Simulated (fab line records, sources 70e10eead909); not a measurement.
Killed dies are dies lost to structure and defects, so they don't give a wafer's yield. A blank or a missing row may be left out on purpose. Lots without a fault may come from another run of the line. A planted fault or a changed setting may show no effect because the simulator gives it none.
fab line records | flow nand_harc
record lots=11 wafers=33 last_day=24
route steps=1159 shown P_M2@331 P_BONDPAD@353 END@1159
lots that met no fault: from a run of the same line without faults
start_h: hours from the record's first day to the start of the lot's first wafer shown | wait_h: hours since the lot's step before | " the same as in the row above | L1.1+2: a row that stands for several wafers | - no value, or no start given | * or withheld: withheld | < > ~ a bound
route shown NAME@n: a module of which the file shows steps, and the number in the route of the first | usual: mean/standard deviation of fault-free wafers | same: alike in all rows | chamber/n: place in a boat | sites: the reading at each site | _std_site: their standard deviation | _edge_site: outer sites' mean less inner sites' | radius_mm: how far each site lies from the wafer's centre | mask NAME#n: copy n | behind: the tool/chamber that last shaped the wafer | hold: why the lot was held/for how many hours/how that ended | device: the transistor (n, p or np) that didn't switch | end of line: the same wafers' tests at the end of the route | a step without rows: its recipe alone | killed: dies lost to structure and defects at the first sort, not the wafer's yield | map: a wafer's dies, x killed, . not, _ none there
set.NAME: the setting as run; set.NAME@STEP: as run at that earlier step | model.NAME: the simulator's own value behind a step, which no gauge read
steps of the route over a sample of lots; a table a step, a row a wafer
services: from which hour (start_h, from the record's first day; less than 0 if before it) a tool's chamber was out of use, for how many hours, and why
## steps
# step NHARC_P_M2_DESCUM_14
# recipe time_s=3 o2_flow_sccm=200 ar_flow_sccm=0 bias_power_w=0 chemistry=O2
# usual drypump_motor_current_A=5.4/0.46 oes_product_au=1.000/0.0089 rf_vpp_V=57.6/0.82 showerhead_plenum_p_Torr=1.86/0.053 throttle_valve_pct=11.311/0.0088
# columns lot.wafer tool chamber start_h wait_h drypump_motor_current_A oes_product_au rf_hours_counter_h rf_vpp_V showerhead_plenum_p_Torr throttle_valve_pct
L133.1 rie_diel-09 3 125.31 0.1 5.1 1.007 1 57.6 1.85 11.308
L133.2 " 0 " " 4.9 1.001 1 56.8 1.80 11.318
L133.6 " 0 " " 4.9 0.989 - 58.1 1.80 11.307
L134.1 rie_diel-09 3 126.01 0.1 5.2 1.012 1 57.2 1.85 11.306
L134.2 " 1 " " 6.1 1.004 1 57.2 1.92 11.322
L134.6 " 3 " " 5.2 1.013 - 57.7 1.85 11.322
L138.3 rie_diel-09 2 157.25 0.1 5.0 0.987 2 57.7 1.90 11.333
L138.6 " 0 " " 4.9 0.998 - 57.2 1.79 11.316
L138.5 " 1 " " 6.1 1.000 - 57.2 1.92 11.292
L141.1 rie_diel-09 2 171.28 0.1 5.0 0.995 3 58.9 1.90 11.305
L141.3 " 0 " " 4.9 0.996 3 56.6 1.79 11.308
L141.5 " 2 " " 5.0 0.994 - 57.9 1.90 11.308
L142.2 rie_diel-09 1 172.01 0.1 6.1 1.001 3 57.6 1.92 11.313
L142.6 " 2 " " 5.0 0.992 - 57.6 1.90 11.317
L142.5 " 3 " " 5.1 1.008 - 57.6 1.85 11.310
L148.4 rie_diel-09 2 218.64 0.1 5.0 0.992 5 57.2 1.90 11.312
L148.5 " 3 " " 5.1 1.002 - 58.2 1.85 11.306
L148.6 " 0 " " 4.9 0.993 - 57.0 1.79 11.311
L149.2 rie_diel-09 3 225.98 0.1 5.1 1.010 5 58.7 1.85 11.312
L149.4 " 0 " " 4.9 0.998 5 58.6 1.79 11.316
L149.6 " 2 " " 5.0 0.988 - 59.6 1.90 11.304
L152.3 rie_diel-03 2 234.14 0.1 5.3 1.014 1 57.4 1.81 11.312
L152.2 " 3 " " 5.6 1.009 2 57.5 1.79 11.293
L152.1 " 1 " " 5.7 0.993 1 58.7 1.96 11.311
L153.3 rie_diel-03 2 244.89 0.1 5.3 1.013 4 56.3 1.81 11.326
L153.4 " 1 " " 5.7 1.000 4 58.2 1.96 11.323
L153.6 " 2 " " 5.3 1.006 - 57.4 1.81 11.311
L154.3 rie_diel-03 1 245.45 0.1 5.7 0.994 4 56.5 1.96 11.302
L154.6 " 1 " " 5.7 0.990 - 58.6 1.96 11.319
L154.5 " 2 " " 5.4 1.008 - 57.6 1.81 11.320
L156.1 rie_diel-03 3 259.83 0.2 5.6 1.003 9 56.9 1.78 11.307
L156.2 " 0 " " 6.3 1.001 8 56.7 1.85 11.305
L156.6 " 1 " " 5.7 0.995 - 57.6 1.95 11.319
# step NHARC_P_BONDPAD_THK_MEAS_33
# recipe thk_meas_gauge=ellipsometry
# usual thk_nm=199.9/1.5
# columns lot.wafer tool chamber start_h wait_h thk_nm
L133.1 film_metro-02 - 129.27 0.2 198.8
L133.2 " - " " 198.2
L133.6 " - " " 198.6
L134.1 film_metro-02 - 130.04 0.2 200.4
L134.2 " - " " 199.4
L134.6 " - " " 199.1
L138.3 film_metro-02 - 161.35 0.2 197.9
L138.5 " - " " 197.2
L138.6 " - " " 200.8
L141.1 film_metro-02 - 175.11 0.2 199.9
L141.3 " - " " 199.2
L141.5 " - " " 197.7
L142.2 film_metro-02 - 175.92 0.2 199.2
L142.5 " - " " 199.2
L142.6 " - " " 201.9
L148.4 film_metro-01 - 222.44 0.2 200.3
L148.5 " - " " 199.0
L148.6 " - " " 201.9
L149.2 film_metro-01 - 229.93 0.2 200.9
L149.4 " - " " 199.0
L149.6 " - " " 200.1
L152.1 film_metro-01 - 238.05 0.2 202.1
L152.2 " - " " 200.9
L152.3 " - " " 199.0
L153.3 film_metro-01 - 248.72 0.2 200.7
L153.4 " - " " 200.2
L153.6 " - " " 199.8
L154.3 film_metro-01 - 249.43 0.2 196.9
L154.5 " - " " 200.2
L154.6 " - " " 201.6
L156.1 film_metro-01 - 264.14 0.2 197.8
L156.2 " - " " 200.3
L156.6 " - " " 198.1
# step NHARC_P_BONDPAD_SOFTBAKE_04
# recipe temp_c=125 time_s=70
# usual heater_power_total_W=200.8/1.3
# columns lot.wafer tool chamber start_h wait_h heater_power_total_W
L133.1 litho_track-05 0 129 - 199.5
L133.2 " 0 " " 199.9
L133.6 " 0 " " 199.6
L134.1 litho_track-03 0 130 - 202.2
L134.2 " 0 " " 200.4
L134.6 " 0 " " 199.2
L138.3 litho_track-02 0 161 - 201.8
L138.5 " 0 " " 199.1
L138.6 " 0 " " 199.3
L141.1 litho_track-05 0 175 - 202.6
L141.3 " 0 " " 200.6
L141.5 " 0 " " 232.4
L142.2 litho_track-05 0 176 - 236.0
L142.5 " 0 " " 236.5
L142.6 " 0 " " 233.6
L148.4 litho_track-03 0 222 - 199.4
L148.5 " 0 " " 202.4
L148.6 " 0 " " 201.9
L149.2 litho_track-02 0 230 - 201.6
L149.4 " 0 " " 202.5
L149.6 " 0 " " 201.9
L152.1 litho_track-02 0 238 - 199.7
L152.2 " 0 " " 200.4
L152.3 " 0 " " 201.2
L153.3 litho_track-03 0 248 - 199.7
L153.4 " 0 " " 200.9
L153.6 " 0 " " 202.6
L154.3 litho_track-03 0 249 - 202.7
L154.5 " 0 " " 202.6
L154.6 " 0 " " 202.5
L156.1 litho_track-03 0 264 - 199.5
L156.2 " 0 " " 200.6
L156.6 " 0 " " 200.2
# step NHARC_P_BONDPAD_ETCH_37
# recipe target_depth_a=600 overetch_a=180 time_s=65.91 ion_energy_ev=200 n2_flow_sccm=150 h2_flow_sccm=150 ar_flow_sccm=0 rf_w=400 bias_w=150 chemistry=N2/H2
# usual drypump_motor_current_A=5.8/0.56 oes_product_au=1.002/0.0081 rf_vpp_V=429.1/2.2 showerhead_plenum_p_Torr=1.99/0.071 throttle_valve_pct=14.172/0.008
# columns lot.wafer tool chamber start_h wait_h drypump_motor_current_A oes_product_au rf_hours_counter_h rf_vpp_V showerhead_plenum_p_Torr throttle_valve_pct
L133.2 rie_diel-01 1 130.01 0.1 6.6 1.010 16 430.0 2.02 14.184
L133.1 " 2 " " 5.1 1.007 14 428.4 1.98 14.172
L133.6 " 1 " " 6.6 1.018 - 429.5 2.02 14.175
L134.1 rie_diel-06 2 131.02 0.1 6.2 1.008 22 433.2 2.11 14.164
L134.2 " 3 " " 6.1 0.992 21 433.5 2.15 14.153
L134.6 " 1 " " 5.9 1.010 - 432.6 2.14 14.178
L138.3 rie_diel-01 2 162.21 0.1 5.1 1.001 1 428.6 1.98 14.168
L138.6 " 2 " " 5.1 0.998 - 428.5 1.98 14.191
L138.5 " 3 " " 5.9 1.001 - 427.2 1.95 14.183
L141.1 rie_diel-08 1 175.85 0.1 6.6 0.993 17 434.4 2.16 14.171
L141.3 " 0 " " 5.8 1.003 17 428.8 1.97 14.177
L141.5 " 1 " " 6.6 0.993 - 434.5 2.16 14.171
L142.2 rie_diel-01 3 176.68 0.1 5.9 1.005 3 427.5 1.95 14.174
L142.5 " 3 " " 5.9 1.019 - 428.2 1.95 14.167
L142.6 " 0 " " 5.3 0.991 - 428.8 1.92 14.165
L148.4 rie_diel-01 3 223.19 0.1 5.9 1.002 7 428.8 1.94 14.172
L148.5 " 1 " " 6.6 1.000 - 430.7 2.02 14.177
L148.6 " 2 " " 5.1 0.999 - 428.9 1.98 14.175
L149.2 rie_diel-06 2 230.80 0.1 6.1 1.003 57 432.6 2.09 14.176
L149.4 " 3 " " 6.1 1.002 58 435.0 2.14 14.170
L149.6 " 1 " " 5.9 1.004 - 433.2 2.12 14.182
L152.3 rie_diel-01 0 238.93 0.1 5.3 0.999 9 427.0 1.91 14.180
L152.1 " 1 " " 6.6 1.004 8 429.2 2.02 14.177
L152.2 " 3 " " 5.9 1.007 8 427.5 1.94 14.165
L153.4 rie_diel-01 3 249.45 0.1 5.9 1.013 10 428.6 1.94 14.168
L153.3 " 0 " " 5.3 1.001 10 426.0 1.91 14.157
L153.6 " 0 " " 5.3 1.003 - 425.7 1.91 14.168
L154.3 rie_diel-01 1 250.30 0.1 6.6 0.988 10 430.0 2.02 14.170
L154.5 " 3 " " 5.9 1.010 - 427.0 1.94 14.174
L154.6 " 0 " " 5.3 0.996 - 427.4 1.91 14.160
L156.1 rie_diel-01 1 265.01 0.1 6.6 1.011 11 429.7 2.02 14.172
L156.2 " 3 " " 5.9 1.011 12 427.4 1.94 14.175
L156.6 " 0 " " 5.3 1.003 - 425.9 1.91 14.166
# step NHARC_END_SORT_01
# recipe temp_c=25
# usual defect_limited_yield=95.1/1.3 killed_at_array=29/8.4 killed_at_other=0.7/1.2 killed_at_periphery=3.8/2.1 killed_dies=33/9 killed_open=3.4/2 killed_short=2.1/1.4 sort_bin_2_pct=1.5/0.56 sort_bin_3_pct=0.26/0.2 sort_bin_4_pct=3.1/0.91 sort_n_pass=644/9 sort_rim_yield_pct=96.2/2.2 sort_yield_pct=95.1/1.3
# same gross_dies=677 sort_bin_5_pct[%]=0 sort_bin_6_pct[%]=0 sort_bin_7_pct[%]=0 sort_bin_8_pct[%]=0 sort_rim_n_gross=106.00
# columns lot.wafer tool chamber start_h wait_h defect_limited_yield[%] killed_at_array killed_at_other killed_at_periphery killed_dies killed_open killed_short sort_bin_2_pct[%] sort_bin_3_pct[%] sort_bin_4_pct[%] sort_n_pass sort_rim_yield_pct[%] sort_yield_pct[%]
L138.3 prober-02 0 504.86 3.1 97.6 15 0 1 16 2 0 0.7 0.15 1.5 661 94.3 97.6
L138.5 prober-02 0 506.47 3.7 96.6 21 0 2 23 0 4 0.9 0.30 2.2 654 98.1 96.6
L138.6 prober-02 0 507.28 4.0 97.8 12 0 3 15 5 2 0.6 0 1.6 662 100.0 97.8
L149.4 prober-02 0 544.64 3.4 96.3 16 7 2 25 6 2 1.3 0.15 2.2 652 94.3 96.3
L153.3 prober-02 0 559.32 3.1 94.2 35 0 4 39 2 3 2.1 0.59 3.1 638 94.3 94.2
L153.4 prober-02 0 560.10 3.4 93.2 41 0 5 46 5 2 2.4 0.74 3.7 631 90.6 93.2
L153.6 prober-02 0 561.68 3.9 94.7 35 0 1 36 2 2 1.5 0.30 3.5 641 96.2 94.7
# killed by level:class
L138.3 A_CHANNEL_HOLE_D1:chamber_film_flake=6 A_CONTACT:chamber_film_flake=4 A_STAIRCASE:chamber_film_flake=2 P_CONTACT:geometric_particle:open=1 A_BLC:geometric_particle:open=1 A_ZERO_WELL:chamber_film_flake=1 A_CHANNEL_FILL_D1:chamber_film_flake=1
L138.5 A_CHANNEL_HOLE_D1:chamber_film_flake=8 A_ONON_D1:geometric_particle:short=4 A_STAIRCASE:chamber_film_flake=4 A_CONTACT:chamber_film_flake=3 P_STI:chamber_film_flake=2 A_ZERO_WELL:chamber_film_flake=2
L138.6 A_CHANNEL_HOLE_D1:chamber_film_flake=4 P_CONTACT:geometric_particle:open=2 A_CONTACT:chamber_film_flake=2 P_STI:geometric_particle:open=1 A_ONON_D1:geometric_particle:short=1 A_CHANNEL_FILL_D1:geometric_particle:short=1 A_CONTACT:geometric_particle:open=1 A_BLC:geometric_particle:open=1
L149.4 THIN_TSV:chamber_film_flake=6 A_CONTACT:geometric_particle:open=3 A_CONTACT:chamber_film_flake=3 A_CONTACT:geometric_particle:short=2 A_M1:geometric_particle:open=2 A_CHANNEL_HOLE_D1:chamber_film_flake=2 A_WL_FILL:geometric_particle:open=1 P_GATE:chamber_film_flake=1
L153.3 A_CHANNEL_HOLE_D1:chamber_film_flake=19 A_CONTACT:chamber_film_flake=9 A_WL_FILL:chamber_film_flake=2 A_BLC:chamber_film_flake=2 P_STI:geometric_particle:short=1 P_M0:geometric_particle:open=1 P_M0:geometric_particle:short=1 A_WL_FILL:geometric_particle:short=1
L153.4 A_CHANNEL_HOLE_D1:chamber_film_flake=20 A_CONTACT:chamber_film_flake=7 P_GATE:chamber_film_flake=4 A_STAIRCASE:chamber_film_flake=4 A_CONTACT:geometric_particle:open=3 A_WL_FILL:geometric_particle:short=2 P_GATE:geometric_particle:open=1 A_CHANNEL_FILL_D1:geometric_particle:open=1
L153.6 A_CHANNEL_HOLE_D1:chamber_film_flake=20 A_STAIRCASE:chamber_film_flake=5 A_CONTACT:chamber_film_flake=5 A_BLC:chamber_film_flake=2 P_M2:geometric_particle:open=1 A_CHANNEL_FILL_D1:geometric_particle:open=1 A_WL_FILL:geometric_particle:short=1 A_CONTACT:geometric_particle:short=1
## services
# columns tool chamber start_h hours kind
rie_diel-01 0 116.96 - clean
rie_diel-01 1 116.96 - clean
rie_diel-01 2 116.96 - clean
rie_diel-01 3 116.96 - clean
rie_diel-08 - 124.88 9.0 pm
rie_diel-01 - 137.80 9.0 pm
rie_diel-03 1 138.47 2.1 repair
rie_diel-06 0 147.70 5.0 repair
rie_diel-03 1 150.11 13.0 repair
litho_track-02 - 165.00 7.0 pm
rie_diel-08 1 212.14 10.4 repair
litho_track-03 - 213.00 7.0 pm
rie_diel-03 - 215.33 9.0 pm
rie_diel-08 2 215.41 3.8 repair
rie_diel-08 0 216.33 1.2 repair
rie_diel-09 3 220.59 1.2 repair
rie_diel-08 0 221.02 31.8 repair
rie_diel-09 - 228.14 26.2 repair
litho_track-05 - 237.00 7.0 pm
rie_diel-08 3 240.57 5.9 repair
rie_diel-06 - 241.21 9.0 pm
rie_diel-08 2 245.58 13.5 repair
rie_diel-09 - 254.38 9.0 pm
rie_diel-03 2 255.59 13.9 repair
## key
first_sign step=NHARC_P_BONDPAD_SOFTBAKE_04 reading=heater_power_total_W direction=up sigmas=26 usual=* struck=*
effect none on later readings
met_at NHARC_P_BONDPAD_SOFTBAKE_04
struck_lots L141,L142
struck_wafers L141.5,L142.2,L142.5,L142.6
not_acting_at NHARC_P_M2_DESCUM_14,NHARC_P_BONDPAD_THK_MEAS_33,NHARC_P_BONDPAD_ETCH_37
onset_between 129 175
fault kind=process_parameter_drift tool=litho_track-05 chamber=- onset_h=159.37 steps=NHARC_P_BONDPAD_SOFTBAKE_04 channel=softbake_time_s offset=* shape=step end_h=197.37 scope=struck_wafers_only acts_in=* stated=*
